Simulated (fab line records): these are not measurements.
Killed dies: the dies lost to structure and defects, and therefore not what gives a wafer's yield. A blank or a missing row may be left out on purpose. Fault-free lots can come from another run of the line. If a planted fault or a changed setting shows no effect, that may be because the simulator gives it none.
Chamber matching || flow n5-finfet || N5_BEOL_M14_ETCH_68 on rie-diel-04 has 4 sister chambers
The step etches SOC in N2/H2, time 450 s. 20 wafers are shown with their chamber, then 10 later ones without.

## WAFERS, EACH WITH ITS CHAMBER
{"wafer": "L076.2", "chamber": 2, "showerhead-plenum-p-Torr (Torr)": 2.54, "drypump-motor-current-A (A)": 6.1, "throttle-valve-pct (%)": 17.58}
{"wafer": "L076.3", "chamber": 3, "showerhead-plenum-p-Torr (Torr)": 2.70, "drypump-motor-current-A (A)": 6.1, "throttle-valve-pct (%)": 17.72}
{"wafer": "L076.5", "chamber": 3, "showerhead-plenum-p-Torr (Torr)": 2.70, "drypump-motor-current-A (A)": 6.0, "throttle-valve-pct (%)": 17.69}
{"wafer": "L075.1", "chamber": 2, "showerhead-plenum-p-Torr (Torr)": 2.54, "drypump-motor-current-A (A)": 6.1, "throttle-valve-pct (%)": 17.58}
{"wafer": "L075.4", "chamber": 0, "showerhead-plenum-p-Torr (Torr)": 2.47, "drypump-motor-current-A (A)": 5.3, "throttle-valve-pct (%)": 17.71}
{"wafer": "L075.5", "chamber": 2, "showerhead-plenum-p-Torr (Torr)": 2.54, "drypump-motor-current-A (A)": 6.1, "throttle-valve-pct (%)": 17.59}
{"wafer": "L081.1", "chamber": 2, "showerhead-plenum-p-Torr (Torr)": 2.54, "drypump-motor-current-A (A)": 6.2, "throttle-valve-pct (%)": 17.59}
{"wafer": "L081.4", "chamber": 0, "showerhead-plenum-p-Torr (Torr)": 2.47, "drypump-motor-current-A (A)": 5.3, "throttle-valve-pct (%)": 17.72}
{"wafer": "L081.5", "chamber": 2, "showerhead-plenum-p-Torr (Torr)": 2.54, "drypump-motor-current-A (A)": 6.1, "throttle-valve-pct (%)": 17.60}
{"wafer": "L079.4", "chamber": 0, "showerhead-plenum-p-Torr (Torr)": 2.46, "drypump-motor-current-A (A)": 5.4, "throttle-valve-pct (%)": 17.73}
{"wafer": "L079.5", "chamber": 2, "showerhead-plenum-p-Torr (Torr)": 2.54, "drypump-motor-current-A (A)": 6.1, "throttle-valve-pct (%)": 17.61}
{"wafer": "L079.6", "chamber": 1, "showerhead-plenum-p-Torr (Torr)": 2.69, "drypump-motor-current-A (A)": 5.0, "throttle-valve-pct (%)": 17.62}
{"wafer": "L083.1", "chamber": 0, "showerhead-plenum-p-Torr (Torr)": 2.46, "drypump-motor-current-A (A)": 5.3, "throttle-valve-pct (%)": 17.74}
{"wafer": "L083.4", "chamber": 3, "showerhead-plenum-p-Torr (Torr)": 2.69, "drypump-motor-current-A (A)": 6.0, "throttle-valve-pct (%)": 17.72}
{"wafer": "L083.6", "chamber": 1, "showerhead-plenum-p-Torr (Torr)": 2.69, "drypump-motor-current-A (A)": 5.0, "throttle-valve-pct (%)": 17.63}
{"wafer": "L088.1", "chamber": 3, "showerhead-plenum-p-Torr (Torr)": 2.69, "drypump-motor-current-A (A)": 6.1, "throttle-valve-pct (%)": 17.72}
{"wafer": "L088.4", "chamber": 2, "showerhead-plenum-p-Torr (Torr)": 2.53, "drypump-motor-current-A (A)": 6.1, "throttle-valve-pct (%)": 17.63}
{"wafer": "L088.6", "chamber": 0, "showerhead-plenum-p-Torr (Torr)": 2.46, "drypump-motor-current-A (A)": 5.3, "throttle-valve-pct (%)": 17.74}
{"wafer": "L090.1", "chamber": 1, "showerhead-plenum-p-Torr (Torr)": 2.68, "drypump-motor-current-A (A)": 5.0, "throttle-valve-pct (%)": 17.63}
{"wafer": "L090.5", "chamber": 2, "showerhead-plenum-p-Torr (Torr)": 2.53, "drypump-motor-current-A (A)": 6.1, "throttle-valve-pct (%)": 17.63}

SIGNATURES, as means of the wafers listed above
{"reading": "showerhead-plenum-p-Torr", "chamber 0": 2.4640, "chamber 1": 2.6867, "chamber 2": 2.5375, "chamber 3": 2.6950, "scatter within a chamber": 0.00522}
{"reading": "drypump-motor-current-A", "chamber 0": 5.320, "chamber 1": 5.000, "chamber 2": 6.112, "chamber 3": 6.050, "scatter within a chamber": 0.0409}
{"reading": "throttle-valve-pct", "chamber 0": 17.7280, "chamber 1": 17.6267, "chamber 2": 17.6013, "chamber 3": 17.7125, "scatter within a chamber": 0.0164}
Rule: a wafer lies at a distance from a chamber equal to the root of the sum of squares, over the readings, of (its reading less the chamber's mean, divided by the reading's scatter). The wafer belongs to the nearest chamber; if the next one is less than 2 further off, it can't be placed. The scatter is the square root of a quotient: the sum, over the shown wafers, of each reading's squared deviation from its chamber's mean, divided by wafers minus chambers.

## WAFERS WHOSE CHAMBER IS MISSING
{"wafer": "L090.6", "showerhead-plenum-p-Torr (Torr)": 2.68, "drypump-motor-current-A (A)": 5.1, "throttle-valve-pct (%)": 17.64}
{"wafer": "L091.2", "showerhead-plenum-p-Torr (Torr)": 2.46, "drypump-motor-current-A (A)": 5.3, "throttle-valve-pct (%)": 17.75}
{"wafer": "L091.3", "showerhead-plenum-p-Torr (Torr)": 2.68, "drypump-motor-current-A (A)": 6.1, "throttle-valve-pct (%)": 17.74}
{"wafer": "L091.4", "showerhead-plenum-p-Torr (Torr)": 2.53, "drypump-motor-current-A (A)": 6.1, "throttle-valve-pct (%)": 17.65}
{"wafer": "L093.2", "showerhead-plenum-p-Torr (Torr)": 2.46, "drypump-motor-current-A (A)": 5.3, "throttle-valve-pct (%)": 17.76}
{"wafer": "L093.3", "showerhead-plenum-p-Torr (Torr)": 2.68, "drypump-motor-current-A (A)": 5.1, "throttle-valve-pct (%)": 17.65}
{"wafer": "L093.4", "showerhead-plenum-p-Torr (Torr)": 2.68, "drypump-motor-current-A (A)": 6.1, "throttle-valve-pct (%)": 17.76}
{"wafer": "L097.1", "showerhead-plenum-p-Torr (Torr)": 2.68, "drypump-motor-current-A (A)": 6.1, "throttle-valve-pct (%)": 17.78}
{"wafer": "L097.2", "showerhead-plenum-p-Torr (Torr)": 2.52, "drypump-motor-current-A (A)": 6.1, "throttle-valve-pct (%)": 17.67}
{"wafer": "L097.5", "showerhead-plenum-p-Torr (Torr)": 2.45, "drypump-motor-current-A (A)": 5.3, "throttle-valve-pct (%)": 17.81}

## CHAMBER TAKEN BY EACH
{"wafer": "L090.6", "from the rows above": 1, "in truth": 1}
{"wafer": "L091.2", "from the rows above": 0, "in truth": 0}
{"wafer": "L091.3", "from the rows above": 3, "in truth": 3}
{"wafer": "L091.4", "from the rows above": 2, "in truth": 2}
{"wafer": "L093.2", "from the rows above": 0, "in truth": 0}
{"wafer": "L093.3", "from the rows above": 1, "in truth": 1}
{"wafer": "L093.4", "from the rows above": 3, "in truth": 3}
{"wafer": "L097.1", "from the rows above": 3, "in truth": 3}
{"wafer": "L097.2", "from the rows above": 2, "in truth": 2}
{"wafer": "L097.5", "from the rows above": 0, "in truth": 0}
10 of 10 placed correctly. Left unplaced by these rows: 0. Placed wrongly: 0.
